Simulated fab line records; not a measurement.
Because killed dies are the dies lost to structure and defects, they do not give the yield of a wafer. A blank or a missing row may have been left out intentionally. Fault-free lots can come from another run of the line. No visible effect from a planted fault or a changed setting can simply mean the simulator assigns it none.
fab line records	flow n5-finfet
record: lots: 7	wafers: 19	last-day: 19
route steps=1938 shown BEOL_M13@1674 PASSIVATION@1936
lots untouched by any fault: they come from a run of this same line in which no faults occurred
start-h: hours from the record's first day to the start of the lot's first wafer shown	wait-h: how many hours have passed since the lot's step before this one	" the same as in the row above	L1.1+2: a row that stands for several wafers	- either no value or no given start	* or withheld: withheld	< > ~ a bound
route shown NAME@n: NAME is a module with steps in the file, n the number in the route of the first one	usual: mean/standard deviation taken from wafers without a fault	same: alike in all rows	chamber/n: place in a boat	sites: readings site by site	_std_site: how widely they spread, as a standard deviation	_edge_site: the outer-site mean with the inner-site mean subtracted	radius-mm: for every site, how far away it sits from the centre of the wafer	mask NAME#n: copy n	behind: tool/chamber where the wafer was last shaped	hold: what put the lot on hold/how long, in hours/how the hold closed	device: transistor that didn't switch, given as n, p or np	end of line: the same wafers' tests at the end of the route	for a step that has no rows: nothing shown but its recipe	killed: dies that structure and defects cost at the first sort, which is not the same as the wafer's yield	map: a wafer's dies, marking killed ones x, the rest . and places with no die _
set.NAME: setting as actually run; set.NAME@STEP: the setting as run at that earlier step	model.NAME: the simulator's own value behind a step, which no gauge read
certain route steps with their lots: each step a table, each wafer a row
services: when a tool's chamber went out of use (start-h, in hours from the record's first day, below 0 if earlier), for how many hours, and the reason
== steps ==
step: N5_BEOL_M13_VIA_ETCH_16
recipe: chemistry: C4F8/O2/Ar	target: SiOC	pressure-mtorr: 30	source-w: 3000	bias-w: 700	Ar_flow_sccm: 400	C4F8_flow_sccm: 15	O2_flow_sccm: 8	he-inner-torr: 15	he-outer-torr: 30	target-depth-a: 9217	time-s: withheld	ion-energy-ev: 250	ends: cleared
usual: drypump-motor-current-A: 5.8/0.51	mfc-ar-sccm: 399.8/1.4	oes-product-au: 0.69/0.06	rf-fwd-power-W: 2993/9.5	rf-vpp-V: 665.6/2.7	showerhead-plenum-p-Torr: 3.43/0.096	throttle-valve-pct: 24.19/0.3
lot.wafer	tool	chamber	start-h	wait-h	drypump-motor-current-A	mfc-ar-sccm	oes-product-au	rf-fwd-power-W	rf-vpp-V	showerhead-plenum-p-Torr	throttle-valve-pct
L850.1	rie-diel-01	1	282.95	0.0	5.8	399.4	0.63	3003	660.5	3.27	24.41
L850.4	"	0	"	"	6.0	400.2	0.63	2973	664.0	3.38	24.34
L850.5	"	3	"	"	6.2	401.8	0.75	2997	662.0	3.31	23.79
L851.3	rie-diel-06	2	283.14	0.0	6.0	398.1	0.66	2994	666.4	3.57	24.32
L851.4	"	0	"	"	6.7	401.0	0.79	3001	666.8	3.45	23.60
L851.5	"	0	"	"	6.6	399.9	0.79	3003	667.3	3.45	23.59
L860.1	rie-diel-06	2	357.59	0.0	6.0	401.0	0.64	2996	667.3	3.56	24.37
L860.2	"	1	"	"	5.2	400.8	0.76	2991	664.8	3.49	24.52
L860.3	"	3	"	"	6.0	401.4	0.64	2985	665.7	3.38	24.07
L861.1	rie-diel-06	0	368.18	0.0	6.6	400.0	0.76	2995	666.8	3.44	23.62
L861.6	"	3	"	"	6.0	401.0	0.64	2996	663.7	3.38	24.07
L865.3	rie-diel-06	1	385.25	0.0	5.2	398.4	0.74	2991	666.4	3.49	24.54
L865.6	"	3	"	"	6.0	398.5	0.63	2995	664.6	3.37	24.08
L869.1	rie-diel-01	0	410.49	0.0	6.1	399.2	0.59	2985	664.2	3.35	24.41
L869.4	"	0	"	"	6.1	400.2	0.59	3000	664.4	3.35	24.39
L869.5	"	2	"	"	5.9	396.0	0.64	2984	669.1	3.53	24.33
L868.2	rie-diel-06	3	410.66	0.0	6.0	399.2	0.63	3016	665.4	3.37	24.08
L868.3	"	1	"	"	5.2	396.7	0.73	2994	666.3	3.48	24.55
L868.6	"	1	"	"	5.2	397.2	0.73	3001	666.6	3.48	24.54
step: N5_BEOL_M13_STRIP_63
recipe: chemistry: N2/H2	power-w: 1000	temp-c: 250	h2-frac: 0.65	overash-fraction: 0.3	pressure-mtorr: 1000	n2-flow-sccm: 1750	h2-flow-sccm: 3250
usual: drypump-motor-current-A: 5.91/0.27	heater-power-w: 344/27	n2-flow-sccm: 1749/4.8	oes-product-au: 0.675/0.0047	strip-time-to-endpoint-s: 28.2/1.1
lot.wafer	tool	chamber	start-h	wait-h	drypump-motor-current-A	heater-power-w	n2-flow-sccm	oes-product-au	rf-hours-counter-h	strip-time-to-endpoint-s
L850.1	plasma-asher-02	1	283.19	-	5.68	372	1748	0.679	83	28.3
L850.4	"	0	"	"	6.26	322	1748	0.676	-	27.1
L850.5	"	1	"	"	5.69	377	1748	0.675	-	27.2
L851.3	plasma-asher-01	0	283.40	-	5.88	324	1751	0.674	-	30.7
L851.4	"	1	"	"	5.64	311	1754	0.674	-	28.0
L851.5	"	0	"	"	5.88	322	1747	0.673	-	28.3
L860.1	plasma-asher-02	0	357.83	-	6.25	320	1754	0.678	95	28.5
L860.2	"	1	"	"	5.66	383	1754	0.670	95	26.9
L860.3	"	1	"	"	5.66	371	1751	0.675	-	28.7
L861.1	plasma-asher-02	1	368.42	-	5.68	380	1745	0.674	98	30.0
L861.6	"	1	"	"	5.68	385	1754	0.678	-	28.9
L865.3	plasma-asher-02	1	385.51	-	5.67	389	1755	0.671	-	27.7
L865.6	"	1	"	"	5.69	374	1760	0.675	-	28.6
L869.1	plasma-asher-01	1	410.73	-	5.67	319	1742	0.668	145	29.9
L869.4	"	1	"	"	5.66	306	1740	0.676	-	28.7
L869.5	"	1	"	"	5.67	312	1739	0.672	-	26.7
L868.2	plasma-asher-02	0	410.90	-	6.24	321	1752	0.678	106	29.2
L868.3	"	0	"	"	6.23	325	1746	0.667	-	27.3
L868.6	"	0	"	"	6.26	325	1750	0.671	-	26.3
step: N5_BEOL_M13_STRIP_64
recipe: chemistry: N2/H2	power-w: 1000	temp-c: 250	h2-frac: 0.65	overash-fraction: 0.3	pressure-mtorr: withheld	n2-flow-sccm: 1750	h2-flow-sccm: 3250
usual: drypump-motor-current-A: 5.91/0.27	heater-power-w: 344/26	n2-flow-sccm: 1749/5.2	oes-product-au: 0.715/0.0041	strip-time-to-endpoint-s: 31.32/0.076
lot.wafer	tool	chamber	start-h	wait-h	drypump-motor-current-A	heater-power-w	n2-flow-sccm	oes-product-au	rf-hours-counter-h	strip-time-to-endpoint-s
L850.1	plasma-asher-02	1	283.25	0.0	5.65	371	1752	0.710	83	31.46
L850.4	"	0	"	"	6.25	328	1751	0.717	-	31.44
L850.5	"	1	"	"	5.66	373	1744	0.720	-	31.45
L851.3	plasma-asher-01	0	283.46	0.0	5.86	322	1741	0.713	-	31.41
L851.4	"	1	"	"	5.64	313	1750	0.716	-	31.35
L851.5	"	0	"	"	5.89	332	1742	0.718	-	31.29
L860.1	plasma-asher-02	0	357.89	0.0	6.25	326	1747	0.710	95	31.32
L860.2	"	1	"	"	5.66	373	1741	0.719	95	31.23
L860.3	"	1	"	"	5.68	384	1752	0.712	-	31.21
L861.1	plasma-asher-02	1	368.48	0.0	5.65	378	1752	0.718	98	31.24
L861.6	"	1	"	"	5.67	375	1750	0.719	-	31.20
L865.3	plasma-asher-02	1	385.57	0.0	5.68	370	1748	0.716	-	31.24
L865.6	"	1	"	"	5.68	378	1747	0.712	-	31.25
L869.1	plasma-asher-01	1	410.79	0.0	5.64	316	1746	0.710	145	31.35
L869.4	"	1	"	"	5.65	315	1747	0.719	-	31.35
L869.5	"	1	"	"	5.66	325	1743	0.711	-	31.41
L868.2	plasma-asher-02	0	410.96	0.0	6.26	330	1748	0.720	106	31.40
L868.3	"	0	"	"	6.25	322	1754	0.716	-	31.39
L868.6	"	0	"	"	6.27	327	1755	0.715	-	31.37
step: N5_BEOL_M13_STRIP_71
recipe: chemistry: post-etch-residue-remover	time-s: 60	temp-c: 25	remover-ph: withheld	remover-water-wt-pct: withheld	remover-fluoride-wt-pct: withheld
step: N5_BEOL_M13_SRD_72
recipe: time-s: 30	temp-c: 23	rinse-liquid: diw	dry: n2-spin	spin-rpm: 1500	dry-time-s: 30
step: N5_BEOL_M13_CD_MEAS_17
recipe: target-cd-nm: 190	polarity: opening
usual: cd-nm: 191.7/1.6
lot.wafer	tool	chamber	start-h	wait-h	cd-nm
L850.1	cd-sem-01	-	283.40	0.0	190.8
L850.4	"	-	"	"	193.5
L850.5	"	-	"	"	190.6
L851.3	cd-sem-02	-	283.59	0.0	191.0
L851.4	"	-	"	"	191.3
L851.5	"	-	"	"	192.2
L860.1	cd-sem-01	-	358.04	0.0	189.8
L860.2	"	-	"	"	191.8
L860.3	"	-	"	"	189.0
L861.1	cd-sem-03	-	368.63	0.0	192.2
L861.6	"	-	"	"	191.3
L865.3	cd-sem-03	-	385.70	0.0	194.5
L865.6	"	-	"	"	191.7
L869.1	cd-sem-01	-	410.93	0.0	192.3
L869.4	"	-	"	"	192.1
L869.5	"	-	"	"	192.1
L868.2	cd-sem-02	-	411.14	0.0	193.1
L868.3	"	-	"	"	193.8
L868.6	"	-	"	"	195.6
step: N5_BEOL_M13_COAT_65
recipe: resist: SOC	temp-c: 250	time-s: 60	spin-rpm: 1500	resist-thk-nm: 350
step: N5_BEOL_M13_COAT_66
recipe: resist: SiARC	temp-c: 220	time-s: 60	spin-rpm: 1500	resist-thk-nm: 110
step: N5_BEOL_M13_COAT_22
recipe: spin-rpm: 2888	resist-thk-nm: 300
step: N5_BEOL_M13_EBR_24
recipe: solvent: PGMEA	ebr-width-mm: 1.5
step: N5_BEOL_M13_SOFTBAKE_23
recipe: temp-c: 130	time-s: 60
step: N5_BEOL_M13_EXPOSE_25
recipe: mask-id: M13	na: 0.93	source-shape: conventional	sigma-outer: 0.4	polarization: unpolarized	target-cd-nm: 210	dose-mj: 22
step: N5_BEOL_M13_PEB_26
recipe: peb-temp-c: 130	peb-time-s: 90
usual: heater-power-total-W: 172.4/0.79
lot.wafer	tool	chamber	start-h	wait-h	heater-power-total-W
L850.1	litho-track-04	0	283.73	0.1	172.4
L850.4	"	0	"	"	172.6
L850.5	"	0	"	"	171.2
L851.3	litho-track-05	0	283.80	0.0	171.4
L851.4	"	0	"	"	173.9
L851.5	"	0	"	"	173.1
L860.1	litho-track-05	0	358.25	0.1	179.9
L860.2	"	0	"	"	170.8
L860.3	"	0	"	"	178.1
L861.1	litho-track-05	0	368.84	0.1	179.9
L861.6	"	0	"	"	171.3
L865.3	litho-track-05	0	386.03	0.0	180.2
L865.6	"	0	"	"	172.7
L869.1	litho-track-04	0	411.14	0.1	171.0
L869.4	"	0	"	"	171.4
L869.5	"	0	"	"	172.2
L868.2	litho-track-04	0	411.48	0.0	172.5
L868.3	"	0	"	"	171.7
L868.6	"	0	"	"	171.9
step: N5_BEOL_M13_DEVELOP_27
recipe: develop-time-s: 45	rinse-liquid: diw	dry: air-spin	dev-temp-c: 21
step: N5_BEOL_M13_HARDBAKE_32
recipe: temp-c: 130	time-s: 120
step: N5_BEOL_M13_CD_MEAS_28
recipe: target-cd-nm: 209.5	landing-energy-ev: 500	detector: se-inlens
usual: cd-nm: 209.6/1.1
lot.wafer	tool	chamber	start-h	wait-h	cd-nm
L850.1	cd-sem-01	0	283.85	-	209.8
L850.4	"	0	"	"	209.0
L850.5	"	0	"	"	208.5
L851.3	cd-sem-02	0	283.92	-	211.2
L851.4	"	0	"	"	210.4
L851.5	"	0	"	"	210.4
L860.1	cd-sem-02	0	358.36	-	208.5
L860.2	"	0	"	"	210.4
L860.3	"	0	"	"	207.7
L861.1	cd-sem-03	0	368.95	-	207.1
L861.6	"	0	"	"	209.6
L865.3	cd-sem-03	0	386.15	-	208.0
L865.6	"	0	"	"	209.5
L869.1	cd-sem-01	0	411.26	-	211.0
L869.4	"	0	"	"	211.1
L869.5	"	0	"	"	209.9
L868.2	cd-sem-03	0	411.59	-	209.1
L868.3	"	0	"	"	208.1
L868.6	"	0	"	"	209.1
step: N5_BEOL_M13_OVL_MEAS_29
recipe: points-per-wafer: 44
usual: M13_OVL: 2/5
lot.wafer	tool	chamber	start-h	wait-h	M13_OVL[nm]
L850.1	overlay-01	0	283.88	0.0	0
L850.4	"	0	"	"	-6
L850.5	"	0	"	"	5
L851.3	overlay-01	0	283.94	0.0	1
L851.4	"	0	"	"	1
L851.5	"	0	"	"	5
L860.1	overlay-02	0	358.39	0.0	5
L860.2	"	0	"	"	10
L860.3	"	0	"	"	11
L861.1	overlay-02	0	368.98	0.0	3
L861.6	"	0	"	"	5
L865.3	overlay-01	0	386.18	0.0	0
L865.6	"	0	"	"	-2
L869.1	overlay-02	0	411.29	0.0	0
L869.4	"	0	"	"	6
L869.5	"	0	"	"	-1
L868.2	overlay-02	0	411.62	0.0	5
L868.3	"	0	"	"	1
L868.6	"	0	"	"	7
step: N5_BEOL_M13_INSPECT_30
recipe: mode: adi	inspect-instrument: macro
usual: raw-defect-count: 2.1/1.5
lot.wafer	tool	chamber	start-h	wait-h	raw-defect-count
L850.1	defect-inspect-01	-	283.90	0.0	1
L850.4	"	-	"	"	4
L850.5	"	-	"	"	1
L851.3	defect-inspect-01	-	283.97	0.0	2
L851.4	"	-	"	"	2
L851.5	"	-	"	"	2
L860.1	defect-inspect-02	-	358.42	0.0	4
L860.2	"	-	"	"	0
L860.3	"	-	"	"	3
L861.1	defect-inspect-02	-	369.01	0.0	2
L861.6	"	-	"	"	4
L865.3	defect-inspect-02	-	386.20	0.0	1
L865.6	"	-	"	"	1
L869.1	defect-inspect-02	-	411.31	0.0	4
L869.4	"	-	"	"	1
L869.5	"	-	"	"	1
L868.2	defect-inspect-02	-	411.65	0.0	1
L868.3	"	-	"	"	3
L868.6	"	-	"	"	0
step: N5_BEOL_M13_DESCUM_33
recipe: chemistry: O2	time-s: 7.9	source-power-w: 50	bias-power-w: 20	pressure-mtorr: 20	rf-frequency-hz: 2.712e+07	temp-c: 40	o2-flow-sccm: 225
usual: drypump-motor-current-A: 5.8/0.53	oes-product-au: 0.76/0.061	rf-fwd-power-W: 49.34/0.27	rf-vpp-V: 243.1/1.3	showerhead-plenum-p-Torr: 2.10/0.057	throttle-valve-pct: 20.45/0.27
lot.wafer	tool	chamber	start-h	wait-h	drypump-motor-current-A	oes-product-au	rf-fwd-power-W	rf-hours-counter-h	rf-vpp-V	showerhead-plenum-p-Torr	throttle-valve-pct	model.BEOL_M13.cd-nm
L850.1	rie-diel-01	3	284.43	0.5	6.2	0.84	49.51	71	240.2	2.04	20.15	209.4
L850.4	"	1	"	"	5.8	0.69	49.36	221	242.7	1.99	20.68	208.6
L850.5	"	3	"	"	6.3	0.84	49.65	-	242.6	2.04	20.17	208.2
L851.3	rie-diel-06	0	284.73	0.8	6.6	0.87	48.87	62	242.9	2.12	19.84	211
L851.4	"	2	"	"	6.0	0.72	49.10	187	245.0	2.15	20.25	210.8
L851.5	"	0	"	"	6.6	0.86	49.01	-	242.9	2.12	19.86	210.6
L860.1	rie-diel-01	3	358.47	0.1	6.2	0.80	49.52	94	241.9	2.03	20.21	208.4
L860.2	"	1	"	"	5.8	0.68	49.48	243	241.3	1.99	20.70	210.6
L860.3	"	2	"	"	5.8	0.74	49.09	154	244.7	2.19	20.61	208
L861.1	rie-diel-03	0	369.04	0.0	5.5	0.82	49.39	61	244.2	2.12	20.33	207.4
L861.6	"	0	"	"	5.5	0.85	49.28	-	243.8	2.12	20.35	209.6
L865.3	rie-diel-01	2	386.40	0.2	5.9	0.72	48.88	164	244.5	2.19	20.61	208.4
L865.6	"	2	"	"	5.8	0.73	48.89	-	244.6	2.19	20.63	209.6
L869.1	rie-diel-06	1	413.09	1.8	5.2	0.81	49.49	88	243.0	2.12	20.60	210.6
L869.4	"	2	"	"	6.0	0.69	49.44	231	242.7	2.13	20.33	211.4
L869.5	"	1	"	"	5.2	0.80	49.32	-	242.4	2.12	20.59	209.6
L868.2	rie-diel-01	2	413.70	2.1	5.9	0.71	48.98	181	243.7	2.18	20.66	209.2
L868.3	"	2	"	"	5.9	0.71	48.96	-	244.7	2.18	20.66	208.2
L868.6	"	3	"	"	6.3	0.77	49.70	-	242.7	2.02	20.24	209
step: N5_BEOL_M13_ETCH_67
recipe: chemistry: CF4	target: SiARC	target-depth-a: 1430	time-s: 238.3	ion-energy-ev: 80	pressure-mtorr: 40	source-w: 545	bias-w: 36	Ar_flow_sccm: 100	cf4-flow-sccm: 100	ends: cleared
usual: drypump-motor-current-A: 5.8/0.53	etch-rf-on-time-s: 240/6.3	mfc-ar-sccm: 100.04/0.29	oes-product-au: 0.65/0.056	rf-fwd-power-W: 543.1/1.7	rf-vpp-V: 184.1/1	showerhead-plenum-p-Torr: 2.14/0.061	throttle-valve-pct: 15.63/0.23
lot.wafer	tool	chamber	start-h	wait-h	drypump-motor-current-A	etch-rf-on-time-s	mfc-ar-sccm	oes-product-au	rf-fwd-power-W	rf-hours-counter-h	rf-vpp-V	showerhead-plenum-p-Torr	throttle-valve-pct
L850.1	rie-diel-01	3	284.47	0.0	6.3	238	100.18	0.72	544.2	71	183.2	2.08	15.29
L850.4	"	1	"	"	5.8	233	100.45	0.60	543.0	221	182.5	2.05	15.89
L850.5	"	3	"	"	6.2	239	99.92	0.72	545.2	-	182.2	2.08	15.30
L851.3	rie-diel-06	0	284.77	0.0	6.6	243	100.22	0.74	541.0	62	184.6	2.18	15.12
L851.4	"	2	"	"	6.0	249	99.72	0.60	543.6	187	185.2	2.23	15.71
L851.5	"	0	"	"	6.6	242	99.96	0.73	540.4	-	183.0	2.18	15.14
L860.1	rie-diel-01	3	358.51	0.0	6.2	240	99.96	0.69	542.8	94	184.6	2.07	15.32
L860.2	"	1	"	"	5.8	235	100.25	0.59	545.2	243	182.4	2.04	15.95
L860.3	"	2	"	"	5.9	246	100.18	0.62	540.2	154	184.8	2.23	15.77
L861.1	rie-diel-03	0	369.08	0.0	5.5	239	100.61	0.73	542.1	61	184.7	2.17	15.51
L861.6	"	0	"	"	5.5	239	100.52	0.72	542.8	-	185.2	2.17	15.53
L865.3	rie-diel-01	2	386.43	0.0	5.9	243	100.37	0.62	542.4	165	185.1	2.22	15.78
L865.6	"	2	"	"	5.9	244	99.95	0.62	545.8	-	185.5	2.22	15.78
L869.1	rie-diel-06	1	413.13	0.0	5.2	231	100.33	0.70	545.7	88	184.9	2.17	15.80
L869.4	"	2	"	"	6.0	247	100.22	0.58	543.1	231	184.5	2.21	15.80
L869.5	"	1	"	"	5.2	230	100.44	0.70	543.9	-	183.5	2.17	15.82
L868.2	rie-diel-01	2	413.75	0.0	5.9	243	99.51	0.61	543.4	181	185.2	2.22	15.82
L868.3	"	2	"	"	5.9	245	100.25	0.60	541.7	-	184.0	2.22	15.83
L868.6	"	3	"	"	6.3	241	100.03	0.66	545.3	-	182.6	2.06	15.38
step: N5_PASSIVATION_PROBE_49
usual: defect-limited-yield: 91.6/1.4	killed_at_M0_to_M3: 35/10	killed_at_M4_up: 13/4.8	killed-at-contacts: 12/7.2	killed-at-front-end: 36/12	killed-at-other: 4/3.1	killed-dies: 100/17	killed-on-rim: 13/4.2	killed-open: 66/13	killed-short: 32/7.3	sort_bin_5_function: 5.0/0.94	sort_bin_6_memory: 3.1/0.67	sort_bin_8_speed: 0.01/0.047	sort-n-pass: 1080/17
same: gross-dies: 1180	killed-at-back-side: 0	sort_bin_4_leakage[%]: 0
lot.wafer	tool	chamber	start-h	wait-h	defect-limited-yield[%]	killed_at_M0_to_M3	killed_at_M4_up	killed-at-contacts	killed-at-front-end	killed-at-other	killed-dies	killed-on-rim	killed-open	killed-short	sort_bin_5_function[%]	sort_bin_6_memory[%]	sort_bin_8_speed[%]	sort-n-pass
L851.3	prober-02	-	322.94	0.1	89.9	34	8	36	37	4	119	20	92	27	5.5	4.4	0.42	1056
L851.4	prober-02	-	322.99	0.2	89.4	30	4	29	59	3	125	21	81	43	5.8	4.2	0	1055
L851.5	prober-02	-	323.04	0.2	86.9	42	6	38	59	9	154	21	107	45	8.2	4.6	0.08	1026
L850.1	prober-02	-	323.37	0.0	90.6	47	18	6	39	1	111	18	69	36	5.3	3.1	0	1069
L850.4	prober-02	-	323.52	0.2	91.9	34	13	13	30	5	95	11	70	25	5.2	2.9	0	1085
L850.5	prober-02	-	323.57	0.2	90.7	38	9	16	44	3	110	18	77	32	4.9	4.2	0	1070
L860.1	prober-01	-	389.01	0.0	90.7	30	16	13	47	4	110	13	75	34	5.2	3.5	0	1070
L860.2	prober-01	-	389.06	0.1	91.7	31	11	9	43	4	98	13	70	28	4.6	3.4	0	1082
L860.3	prober-01	-	389.11	0.1	90.2	37	16	15	44	4	116	19	74	37	5.8	3.4	0.17	1064
L861.1	prober-02	-	407.17	0.0	92.1	39	18	6	28	2	93	9	72	19	4.8	2.9	0	1087
L861.6	prober-02	-	407.42	0.3	93.6	30	22	5	18	0	75	6	52	22	4.3	1.9	0	1105
L865.3	prober-02	-	428.08	0.1	92.0	37	16	13	25	3	94	16	61	33	4.9	2.7	0	1086
L865.6	prober-02	-	428.23	0.3	91.9	44	16	8	25	3	96	11	71	24	5.0	3.0	0	1084
L868.2	prober-02	-	443.75	0.1	92.0	33	7	8	45	1	94	14	57	36	4.4	3.3	0	1086
L868.3	prober-02	-	443.80	0.1	92.7	16	14	14	42	0	86	10	43	41	4.1	3.0	0	1094
L868.6	prober-02	-	443.95	0.3	89.7	28	14	12	66	1	121	14	84	35	6.4	3.6	0	1059
killed by level:class
L851.3 MOL_CONTACT_COAG:geometric-particle:open=30 STI_FIN_REVEAL:geometric-particle:open=10 BEOL_M0_SAQP:geometric-particle:open=9 FIN_SAQP:geometric-particle:open=8 BEOL_M0_SAQP:geometric-particle:short=7 MOL_CONTACT_COAG:geometric-particle:short=6 BEOL_M0:geometric-particle:open=6 BEOL_M2:geometric-particle:open=6
L851.4 MOL_CONTACT_COAG:geometric-particle:open=25 FIN_SAQP:geometric-particle:open=12 GATE_CUT:geometric-particle:short=10 BEOL_M0_SAQP:geometric-particle:open=8 FIN_SAQP:geometric-particle:short=7 STI_FIN_REVEAL:geometric-particle:open=7 BEOL_M0_SAQP:geometric-particle:short=7 ILD0:geometric-particle:open=5
L851.5 MOL_CONTACT_COAG:geometric-particle:open=29 BEOL_M0_SAQP:geometric-particle:open=16 STI_FIN_REVEAL:geometric-particle:open=15 FIN_SAQP:geometric-particle:short=14 FIN_SAQP:geometric-particle:open=12 MOL_CONTACT_COAG:geometric-particle:short=9 BEOL_M3:geometric-particle:open=7 BEOL_M2:geometric-particle:open=7
L850.1 BEOL_M2:geometric-particle:open=12 FIN_SAQP:geometric-particle:open=8 BEOL_M1:geometric-particle:open=8 BEOL_M0_SAQP:geometric-particle:short=7 BEOL_M3:geometric-particle:open=7 BEOL_M4:geometric-particle:short=7 BEOL_M0_SAQP:geometric-particle:open=5 FIN_SAQP:geometric-particle:short=4
L850.4 MOL_CONTACT_COAG:geometric-particle:open=10 BEOL_M2:geometric-particle:open=10 BEOL_M4:geometric-particle:open=8 GATE_CUT:geometric-particle:open=6 BEOL_M0_SAQP:geometric-particle:open=6 BEOL_M1:geometric-particle:open=6 GATE_CUT:geometric-particle:short=5 BEOL_M0_SAQP:geometric-particle:short=5
L850.5 FIN_SAQP:geometric-particle:open=13 MOL_CONTACT_COAG:geometric-particle:open=13 BEOL_M1:geometric-particle:open=11 BEOL_M0_SAQP:geometric-particle:open=9 GATE_CUT:geometric-particle:open=5 SPACER0:geometric-particle:short=4 BEOL_M0_SAQP:geometric-particle:short=4 BEOL_M3:geometric-particle:open=4
L860.1 MOL_CONTACT_COAG:geometric-particle:open=12 FIN_SAQP:geometric-particle:open=10 BEOL_M1:geometric-particle:open=10 FIN_SAQP:geometric-particle:short=6 STI_FIN_REVEAL:geometric-particle:open=6 STARTING-WAFER:geometric-particle:short=6 BEOL_M0_SAQP:geometric-particle:open=6 DUMMY_GATE:geometric-particle:open=5
L860.2 BEOL_M1:geometric-particle:open=11 STI_FIN_REVEAL:geometric-particle:open=9 FIN_SAQP:geometric-particle:short=6 FIN_SAQP:geometric-particle:open=6 BEOL_M2:geometric-particle:open=6 STARTING-WAFER:geometric-particle:open=6 MOL_CONTACT_COAG:geometric-particle:open=5 BEOL_M3:geometric-particle:open=5
L860.3 FIN_SAQP:geometric-particle:open=13 MOL_CONTACT_COAG:geometric-particle:open=10 FIN_SAQP:geometric-particle:short=8 BEOL_M1:geometric-particle:open=7 BEOL_M2:geometric-particle:open=7 STI_FIN_REVEAL:geometric-particle:open=6 BEOL_M0_SAQP:geometric-particle:short=6 BEOL_M3:geometric-particle:open=6
L861.1 BEOL_M4:geometric-particle:open=12 BEOL_M0_SAQP:geometric-particle:open=9 BEOL_M3:geometric-particle:open=9 BEOL_M1:geometric-particle:open=7 BEOL_M0_SAQP:geometric-particle:short=6 BEOL_M2:geometric-particle:open=6 STI_FIN_REVEAL:geometric-particle:open=5 DUMMY_GATE:geometric-particle:open=5
L861.6 BEOL_M4:geometric-particle:open=10 BEOL_M0_SAQP:geometric-particle:short=9 BEOL_M0_SAQP:geometric-particle:open=9 BEOL_M2:geometric-particle:open=6 MOL_CONTACT_COAG:geometric-particle:open=5 BEOL_M6:geometric-particle:open=4 GATE_CUT:geometric-particle:open=3 FIN_SAQP:geometric-particle:open=2
L865.3 BEOL_M2:geometric-particle:open=10 MOL_CONTACT_COAG:geometric-particle:open=9 STI_FIN_REVEAL:geometric-particle:open=7 BEOL_M0_SAQP:geometric-particle:open=7 GATE_CUT:geometric-particle:short=5 BEOL_M4:geometric-particle:open=5 MOL_CONTACT_COAG:geometric-particle:short=4 BEOL_M0_SAQP:geometric-particle:short=4
L865.6 BEOL_M2:geometric-particle:open=16 BEOL_M0_SAQP:geometric-particle:open=7 BEOL_M3:geometric-particle:open=7 FIN_SAQP:geometric-particle:open=6 BEOL_M2:geometric-particle:short=6 MOL_CONTACT_COAG:geometric-particle:open=6 BEOL_M4:geometric-particle:open=6 STI_FIN_REVEAL:geometric-particle:open=5
L868.2 FIN_SAQP:geometric-particle:short=10 BEOL_M1:geometric-particle:open=10 FIN_SAQP:geometric-particle:open=9 BEOL_M0_SAQP:geometric-particle:short=9 STI_FIN_REVEAL:geometric-particle:open=8 MOL_CONTACT_COAG:geometric-particle:open=8 BEOL_M0_SAQP:geometric-particle:open=5 STI_FIN_REVEAL:geometric-particle:short=4
L868.3 FIN_SAQP:geometric-particle:short=12 MOL_CONTACT_COAG:geometric-particle:open=11 GATE_CUT:geometric-particle:short=7 BEOL_M1:geometric-particle:open=6 BEOL_M4:geometric-particle:open=5 BEOL_M4:geometric-particle:short=4 FIN_SAQP:geometric-particle:open=3 MOL_CONTACT_COAG:geometric-particle:short=3
L868.6 FIN_SAQP:geometric-particle:open=20 FIN_SAQP:geometric-particle:short=16 STI_FIN_REVEAL:geometric-particle:open=12 MOL_CONTACT_COAG:geometric-particle:open=9 BEOL_M4:geometric-particle:open=9 BEOL_M1:geometric-particle:open=8 BEOL_M0_SAQP:geometric-particle:open=7 BEOL_M2:geometric-particle:open=6
== services ==
tool	chamber	start-h	hours	kind
rie-diel-03	-	281.46	14.6	pm
rie-diel-03	0	348.81	7.2	repair
rie-diel-01	1	381.93	-	clean
rie-diel-01	1	381.93	-	consumable-replace:focus-ring
rie-diel-01	1	381.93	-	consumable-replace:showerhead
rie-diel-01	1	381.93	34.8	scheduled-down
rie-diel-01	1	381.93	34.8	vent-cycle
rie-diel-06	3	390.17	4.9	repair
rie-diel-01	0	412.31	8.5	repair
== key ==
first-sign: step: N5_BEOL_M13_PEB_26	reading: heater-power-total-W	direction: up	sigmas: 9	usual: *	struck: *
effect none on later readings
model-effect: step: N5_BEOL_M13_DESCUM_33	value: BEOL_M13.cd-nm	without: 209.9	struck: 208.1
met-at N5_BEOL_M13_PEB_26
struck-wafers L860.1,L860.3,L861.1,L865.3
onset-between 283.80 358.25
fault: kind: process-parameter-drift	tool: litho-track-05	chamber: -	onset-h: 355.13	steps: N5_BEOL_M13_PEB_26	channel: peb-time-s	offset: *	shape: step	end-h: 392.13	scope: struck-wafers-only	acts-in: *	stated: *
